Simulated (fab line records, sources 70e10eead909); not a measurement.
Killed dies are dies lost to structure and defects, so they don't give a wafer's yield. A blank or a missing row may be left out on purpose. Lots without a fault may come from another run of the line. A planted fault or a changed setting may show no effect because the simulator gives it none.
Which tool did it? | flow nand_harc | 6 lots, 18 wafers sampled, at 3 steps of a route of 1302

WHAT THE GAUGES READ, wafer by wafer
NHARC_HYBRID_BOND_OVL_MEAS_05.
lot  | measured     | on         | overlay_x_nm (nm)
L572 | day 24 00:49 | overlay-01 | 30 1 -8
L574 | day 24 15:13 | overlay-01 | 21 -14 18
L576 | day 25 16:24 | overlay-02 | -29 -8 -11
L579 | day 26 18:41 | overlay-01 | 7 73 27
L580 | day 27 16:11 | overlay-01 | 13 -79 15
L583 | day 28 22:23 | overlay-01 | -11 -22 -48

WHICH TOOL RAN EACH LOT (tool, then ch and the chambers of the sampled wafers, then the start)
lot  | NHARC_A_STAIRCASE_HM_DEP_456  | NHARC_A_BONDPAD_PRE_CLEAN_26
L572 | acl_dep-03 ch 0, day 16 17:57 | pvd_sputter-01, day 23 13:34
L574 | acl_dep-02 ch 0, day 17 16:05 | pvd_sputter-01, day 24 15:13 or earlier
L576 | acl_dep-01 ch 0, day 18 12:08 | pvd_sputter-02, day 25 16:24 or earlier
L579 | acl_dep-03 ch 0, day 19 16:27 | pvd_sputter-02, day 26 18:41 or earlier
L580 | acl_dep-01 ch 0, day 20 13:27 | pvd_sputter-03, day 27 16:11 or earlier
L583 | acl_dep-01 ch 0, day 21 14:34 | pvd_sputter-01, day 28 22:23 or earlier
- NHARC_A_STAIRCASE_HM_DEP_456: deposits aC, target thk 3100 nm.
- NHARC_A_BONDPAD_PRE_CLEAN_26: time 30 s.

THE ANSWER, worked out from the rows above alone
Rule: what is usual is taken from the lots themselves. Put in order of their means at a reading, lots are off if they are a third of the lots or fewer, leave a main group of 4 or more, and stand apart from it by a gap of 3 or more times the standard deviation of the main group's means; of several such gaps the widest counts. A main group whose means are all the same, to the digits that the tables above print for the reading, isn't used. A lot without any number at a reading at which 4 lots or more have one is off too. The other lots that the step has rows for count as sound.
No lot is off at any reading shown: from this, nothing can be told.

WHAT THE SIMULATOR HAD PUT IN
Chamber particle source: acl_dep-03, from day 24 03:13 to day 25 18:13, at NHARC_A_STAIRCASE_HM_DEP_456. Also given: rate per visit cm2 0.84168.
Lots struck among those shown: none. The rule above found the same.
